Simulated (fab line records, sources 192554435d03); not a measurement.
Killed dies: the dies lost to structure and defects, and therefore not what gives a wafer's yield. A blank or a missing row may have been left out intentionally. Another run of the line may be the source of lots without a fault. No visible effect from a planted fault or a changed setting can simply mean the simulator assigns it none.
fab line records + flow n5-finfet
[record]
- lots = 7
- wafers = 21
route steps=1938 shown BEOL_M14@1742 BEOL_M15@1797 PASSIVATION@1901
start-h: hours from the record's first day to the start of the lot's first wafer shown + wait-h: time in hours since the lot's previous step + " the same as in the row above + L1.1+2: a single row standing in for several wafers + - value missing, or start not given + * or withheld: withheld + < > ~ a bound
route shown NAME@n: a module of which the file shows steps, and the number in the route of the first + usual: the fault-free wafers' mean and standard deviation + same: alike in all rows + chamber/n: place in a boat + sites: per-site readings + _std_site: standard deviation across them + _edge_site: inner sites' mean taken away from outer sites' mean + radius-mm: how far each site lies from the wafer's centre + mask NAME#n: copy n + behind: tool/chamber where the wafer was last shaped + hold: why the lot was held/for how many hours/how that ended + device: the n, p or np transistor that did not switch + end of line: tests of these same wafers at the route's end + a step with no rows: only its recipe + killed: at the first sort, the dies lost to defects and structure; wafer yield is something else + map: dies across one wafer; x = killed, . = not, _ = none there
set.NAME: the run value of the setting; set.NAME@STEP: its run value at that earlier step + model.NAME: the simulator's own value behind a step, which no gauge read
lots run with intentionally changed settings; tables by step, rows by wafer
[[steps]]
[step N5_BEOL_M14_EXPOSE_25]
[recipe]
- mask-id = M14
- na = 0.8
- source-shape = annular
- sigma-inner = 0.5
- sigma-outer = 0.8
- polarization = unpolarized
- target-cd-nm = 280
- dose-mj = 26.6
| lot.wafer  | tool           | chamber | start-h | wait-h | mask  | set.dose-mj |
|------------|----------------|---------|---------|--------|-------|-------------|
| L074.1+3   | krf-scanner-01 | 0       | 282.75  | -      | M14#0 | 26.6        |
| L074.5     | "              | 0       | "       | "      | M14#0 | 25.29       |
| L083.2     | krf-scanner-01 | 0       | 339.91  | -      | M14#0 | 26.6        |
| L083.4+5   | "              | 0       | "       | "      | M14#0 | 28.37       |
| L087.2+3   | krf-scanner-01 | 0       | 356.23  | -      | M14#0 | 28.55       |
| L087.5     | "              | 0       | "       | "      | M14#0 | 26.6        |
| L086.4+6   | krf-scanner-02 | 0       | 356.55  | -      | M14#0 | 26.6        |
| L086.5     | "              | 0       | "       | "      | M14#0 | 27.93       |
| L091.1+4   | krf-scanner-01 | 0       | 383.18  | -      | M14#0 | 27.25       |
| L091.3     | "              | 0       | "       | "      | M14#0 | 26.6        |
| L093.2     | krf-scanner-01 | 0       | 407.08  | -      | M14#0 | 27.32       |
| L093.5+6   | "              | 0       | "       | "      | M14#0 | 26.6        |
| L097.1+2+6 | krf-scanner-02 | 0       | 413.82  | -      | M14#0 | 26.6        |
[step N5_BEOL_M14_PEB_26]
[recipe]
- peb-temp-c = 130
- peb-time-s = 90
[step N5_BEOL_M14_DEVELOP_27]
[recipe]
- develop-time-s = 45
- rinse-liquid = diw
- dry = air-spin
- dev-temp-c = 21
[step N5_BEOL_M14_HARDBAKE_32]
[recipe]
- temp-c = 130
- time-s = 120
[step N5_BEOL_M14_CD_MEAS_28]
[recipe]
- target-cd-nm = 284.4
- landing-energy-ev = 500
- detector = se-inlens
[usual]
- cd-nm = 285.2/1.8
| lot.wafer | tool      | chamber | start-h | wait-h | set.dose-mj@BEOL_M14_EXPOSE_25 | cd-nm |
|-----------|-----------|---------|---------|--------|--------------------------------|-------|
| L074.1    | cd-sem-03 | 0       | 282.92  | -      | 26.6                           | 285.5 |
| L074.3    | "         | 0       | "       | "      | 26.6                           | 283.7 |
| L074.5    | "         | 0       | "       | "      | 25.29                          | 273.9 |
| L083.2    | cd-sem-01 | 0       | 340.08  | -      | 26.6                           | 284.6 |
| L083.4    | "         | 0       | "       | "      | 28.37                          | 295.6 |
| L083.5    | "         | 0       | "       | "      | 28.37                          | 295.7 |
| L087.2    | cd-sem-02 | 0       | 356.40  | -      | 28.55                          | 298.0 |
| L087.3    | "         | 0       | "       | "      | 28.55                          | 299.1 |
| L087.5    | "         | 0       | "       | "      | 26.6                           | 285.8 |
| L086.4    | cd-sem-02 | 0       | 356.71  | -      | 26.6                           | 286.8 |
| L086.5    | "         | 0       | "       | "      | 27.93                          | 294.3 |
| L086.6    | "         | 0       | "       | "      | 26.6                           | 285.4 |
| L091.1    | cd-sem-01 | 0       | 383.35  | -      | 27.25                          | 284.1 |
| L091.3    | "         | 0       | "       | "      | 26.6                           | 282.1 |
| L091.4    | "         | 0       | "       | "      | 27.25                          | 287.8 |
| L093.2    | cd-sem-02 | 0       | 407.25  | -      | 27.32                          | 289.9 |
| L093.5    | "         | 0       | "       | "      | 26.6                           | 286.1 |
| L093.6    | "         | 0       | "       | "      | 26.6                           | 284.7 |
| L097.1    | cd-sem-02 | 0       | 413.99  | -      | 26.6                           | 283.7 |
| L097.2    | "         | 0       | "       | "      | 26.6                           | 285.2 |
| L097.6    | "         | 0       | "       | "      | 26.6                           | 284.1 |
[step N5_BEOL_M14_DESCUM_33]
[recipe]
- chemistry = O2
- time-s = 7.9
- source-power-w = 50
- bias-power-w = 20
- pressure-mtorr = 20
- rf-frequency-hz = 2.712e+07
- temp-c = 40
- o2-flow-sccm = 225
| lot.wafer | tool        | chamber | start-h | wait-h | set.dose-mj@BEOL_M14_EXPOSE_25 | model.BEOL_M14.cd-nm |
|-----------|-------------|---------|---------|--------|--------------------------------|----------------------|
| L074.1    | rie-diel-04 | 1       | 283.01  | 0.0    | 26.6                           | 285.6                |
| L074.3    | "           | 0       | "       | "      | 26.6                           | 283.6                |
| L074.5    | "           | 3       | "       | "      | 25.29                          | 273.8                |
| L083.2    | rie-diel-06 | 2       | 340.75  | 0.6    | 26.6                           | 284.6                |
| L083.4+5  | "           | 3,1     | "       | "      | 28.37                          | 295.6                |
| L087.2    | rie-diel-03 | 3       | 356.49  | 0.0    | 28.55                          | 298                  |
| L087.3    | "           | 2       | "       | "      | 28.55                          | 299                  |
| L087.5    | "           | 2       | "       | "      | 26.6                           | 285.8                |
| L086.4    | rie-diel-04 | 2       | 356.83  | 0.1    | 26.6                           | 286.8                |
| L086.5    | "           | 0       | "       | "      | 27.93                          | 294.2                |
| L086.6    | "           | 1       | "       | "      | 26.6                           | 285.4                |
| L091.1    | rie-diel-04 | 1       | 383.44  | 0.0    | 27.25                          | 284.4                |
| L091.3    | "           | 0       | "       | "      | 26.6                           | 282                  |
| L091.4    | "           | 3       | "       | "      | 27.25                          | 287.8                |
| L093.2    | rie-diel-04 | 0       | 407.57  | 0.3    | 27.32                          | 289.4                |
| L093.5    | "           | 0       | "       | "      | 26.6                           | 286                  |
| L093.6    | "           | 3       | "       | "      | 26.6                           | 285                  |
| L097.1    | rie-diel-04 | 0       | 414.08  | 0.0    | 26.6                           | 284                  |
| L097.2    | "           | 1       | "       | "      | 26.6                           | 285.2                |
| L097.6    | "           | 1       | "       | "      | 26.6                           | 284.2                |
[step N5_BEOL_M14_ETCH_67]
[recipe]
- chemistry = CF4
- target = SiARC
- target-depth-a = 1430
- time-s = 238.3
- ion-energy-ev = 80
- pressure-mtorr = 40
- source-w = 545
- bias-w = 36
- Ar_flow_sccm = 100
- cf4-flow-sccm = 100
- ends = cleared
| lot.wafer | tool        | chamber | start-h | wait-h | set.dose-mj@BEOL_M14_EXPOSE_25 | model.BEOL_M14.cd-nm |
|-----------|-------------|---------|---------|--------|--------------------------------|----------------------|
| L074.1    | rie-diel-04 | 1       | 283.04  | 0.0    | 26.6                           | 281                  |
| L074.3    | "           | 0       | "       | "      | 26.6                           | 278.6                |
| L074.5    | "           | 3       | "       | "      | 25.29                          | 270                  |
| L083.2    | rie-diel-06 | 2       | 340.78  | 0.0    | 26.6                           | 280                  |
| L083.4+5  | "           | 3,1     | "       | "      | 28.37                          | 290.4                |
| L087.2    | rie-diel-03 | 3       | 356.52  | 0.0    | 28.55                          | 292.6                |
| L087.3    | "           | 2       | "       | "      | 28.55                          | 293.8                |
| L087.5    | "           | 2       | "       | "      | 26.6                           | 280.4                |
| L086.4    | rie-diel-04 | 2       | 356.92  | 0.1    | 26.6                           | 282.6                |
| L086.5    | "           | 0       | "       | "      | 27.93                          | 289.6                |
| L086.6    | "           | 1       | "       | "      | 26.6                           | 281                  |
| L091.1    | rie-diel-04 | 1       | 383.48  | 0.0    | 27.25                          | 279.6                |
| L091.3    | "           | 0       | "       | "      | 26.6                           | 277.6                |
| L091.4    | "           | 3       | "       | "      | 27.25                          | 283.4                |
| L093.2    | rie-diel-04 | 0       | 407.60  | 0.0    | 27.32                          | 284.6                |
| L093.5    | "           | 0       | "       | "      | 26.6                           | 281.4                |
| L093.6    | "           | 3       | "       | "      | 26.6                           | 281                  |
| L097.1    | rie-diel-04 | 0       | 414.12  | 0.0    | 26.6                           | 279                  |
| L097.2    | "           | 1       | "       | "      | 26.6                           | 280.8                |
| L097.6    | "           | 1       | "       | "      | 26.6                           | 279.6                |
[step N5_BEOL_M15_COAT_22]
[recipe]
- spin-rpm = 1704
- resist-thk-nm = 800
| lot.wafer | tool           | chamber | start-h | wait-h | set.spin-rpm | model.coat_of_BEOL_M15_COAT_22.thk-nm |
|-----------|----------------|---------|---------|--------|--------------|---------------------------------------|
| L074.1    | litho-track-03 | 0       | -       | -      | 1704         | 801.6                                 |
| L074.3    | "              | 0       | "       | "      | 1555         | 839.2                                 |
| L074.5    | "              | 0       | "       | "      | 1704         | 802.6                                 |
| L083.2    | litho-track-02 | 0       | -       | -      | 1704         | 799                                   |
| L083.4    | "              | 0       | "       | "      | 1704         | 798.2                                 |
| L083.5    | "              | 0       | "       | "      | 1704         | 800                                   |
| L087.2    | litho-track-03 | 0       | -       | -      | 1704         | 801                                   |
| L087.3    | "              | 0       | "       | "      | 1571         | 834.2                                 |
| L087.5    | "              | 0       | "       | "      | 1571         | 834.8                                 |
| L086.4    | litho-track-04 | 0       | -       | -      | 1754         | 788.6                                 |
| L086.5    | "              | 0       | "       | "      | 1704         | 802.4                                 |
| L086.6    | "              | 0       | "       | "      | 1754         | 791                                   |
| L091.1    | litho-track-02 | 0       | -       | -      | 1704         | 800.6                                 |
| L091.3    | "              | 0       | "       | "      | 1566         | 839.6                                 |
| L091.4    | "              | 0       | "       | "      | 1566         | 842                                   |
| L093.2    | litho-track-02 | 0       | -       | -      | 1804         | 775                                   |
| L093.5    | "              | 0       | "       | "      | 1704         | 801.4                                 |
| L093.6    | "              | 0       | "       | "      | 1804         | 776.2                                 |
| L097.1    | litho-track-02 | 0       | -       | -      | 1704         | 802.2                                 |
| L097.2    | "              | 0       | "       | "      | 1704         | 801.6                                 |
| L097.6    | "              | 0       | "       | "      | 1704         | 799.4                                 |
[step N5_PASSIVATION_EXPOSE_27]
[recipe]
- mask-id = PAD
- na = 0.55
- source-shape = conventional
- sigma-outer = 0.8
- polarization = unpolarized
- defocus-nm = 0
- dose-mj = 32.3
| lot.wafer  | tool           | chamber | start-h | wait-h | mask  | set.dose-mj |
|------------|----------------|---------|---------|--------|-------|-------------|
| L074.1     | krf-scanner-01 | 0       | 304.63  | -      | PAD#0 | 32.3        |
| L074.3+5   | "              | 0       | "       | "      | PAD#0 | 33.52       |
| L083.2+4+5 | krf-scanner-02 | 0       | 356.97  | -      | PAD#0 | 32.3        |
| L086.4+5+6 | krf-scanner-02 | 0       | 376.36  | -      | PAD#0 | 32.3        |
| L087.2+3   | krf-scanner-02 | 0       | 376.79  | -      | PAD#0 | 32.3        |
| L087.5     | "              | 0       | "       | "      | PAD#0 | 33.73       |
| L091.1+4   | krf-scanner-02 | 0       | 402.72  | -      | PAD#0 | 32.3        |
| L091.3     | "              | 0       | "       | "      | PAD#0 | 34.65       |
| L093.2+5+6 | krf-scanner-01 | 0       | 429.63  | -      | PAD#0 | 32.3        |
| L097.1+2+6 | krf-scanner-01 | 0       | 435.54  | -      | PAD#0 | 32.3        |
[step N5_PASSIVATION_PEB_28]
[recipe]
- peb-temp-c = withheld
- peb-time-s = *
[step N5_PASSIVATION_DEVELOP_29]
[recipe]
- develop-time-s = 60
- rinse-liquid = diw
- dry = air-spin
- dev-temp-c = 21
[step N5_PASSIVATION_HARDBAKE_31]
[recipe]
- temp-c = 130
- time-s = 120
[step N5_PASSIVATION_CD_MEAS_30]
[recipe]
- target-cd-nm = 4000
- landing-energy-ev = 500
- detector = se-inlens
- polarity = opening
[usual]
- cd-nm = 4000.4/2.1
| lot.wafer | tool      | chamber | start-h | wait-h | set.dose-mj@PASSIVATION_EXPOSE_27 | cd-nm  |
|-----------|-----------|---------|---------|--------|-----------------------------------|--------|
| L074.1    | cd-sem-03 | 0       | 304.81  | -      | 32.3                              | 4004.9 |
| L074.3    | "         | 0       | "       | "      | 33.52                             | 4007.9 |
| L074.5    | "         | 0       | "       | "      | 33.52                             | 4009.0 |
| L083.2    | cd-sem-03 | 0       | 357.14  | -      | 32.3                              | 3997.0 |
| L083.4    | "         | 0       | "       | "      | 32.3                              | 3998.4 |
| L083.5    | "         | 0       | "       | "      | 32.3                              | 3999.4 |
| L086.4    | cd-sem-02 | 0       | 376.53  | -      | 32.3                              | 4003.3 |
| L086.5    | "         | 0       | "       | "      | 32.3                              | 4002.5 |
| L086.6    | "         | 0       | "       | "      | 32.3                              | 4000.7 |
| L087.2    | cd-sem-03 | 0       | 376.96  | -      | 32.3                              | 4002.4 |
| L087.3    | "         | 0       | "       | "      | 32.3                              | 3999.8 |
| L087.5    | "         | 0       | "       | "      | 33.73                             | 4006.0 |
| L091.1    | cd-sem-02 | 0       | 402.89  | -      | 32.3                              | 4004.7 |
| L091.3    | "         | 0       | "       | "      | 34.65                             | 4014.5 |
| L091.4    | "         | 0       | "       | "      | 32.3                              | 4003.0 |
| L093.2    | cd-sem-01 | 0       | 429.81  | -      | 32.3                              | 3998.7 |
| L093.5    | "         | 0       | "       | "      | 32.3                              | 4001.4 |
| L093.6    | "         | 0       | "       | "      | 32.3                              | 4001.7 |
| L097.1    | cd-sem-02 | 0       | 435.71  | -      | 32.3                              | 3998.6 |
| L097.2    | "         | 0       | "       | "      | 32.3                              | 4000.8 |
| L097.6    | "         | 0       | "       | "      | 32.3                              | 3999.0 |
[[key]]
[split]
- step = N5_BEOL_M14_EXPOSE_25
- setting = dose-mj
- stated = 26.6
- by = wafer
[response]
- step = N5_BEOL_M14_CD_MEAS_28
- reading = cd-nm
- change = +1.76
- per = 1%
- r = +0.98
[response]
- step = N5_BEOL_M14_DESCUM_33
- reading = model.BEOL_M14.cd-nm
- change = +1.75
- per = 1%
- r = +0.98
[response]
- step = N5_BEOL_M14_ETCH_67
- reading = model.BEOL_M14.cd-nm
- change = +1.68
- per = 1%
- r = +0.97
[split]
- step = N5_BEOL_M15_COAT_22
- setting = spin-rpm
- stated = 1704
- by = wafer
[response]
- step = N5_BEOL_M15_COAT_22
- reading = model.coat_of_BEOL_M15_COAT_22.thk-nm
- change = -4.47
- per = 1%
- r = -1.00
[split]
- step = N5_PASSIVATION_EXPOSE_27
- setting = dose-mj
- stated = 32.3
- by = wafer
[response]
- step = N5_PASSIVATION_CD_MEAS_30
- reading = cd-nm
- change = +1.29
- per = 1%
- r = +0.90
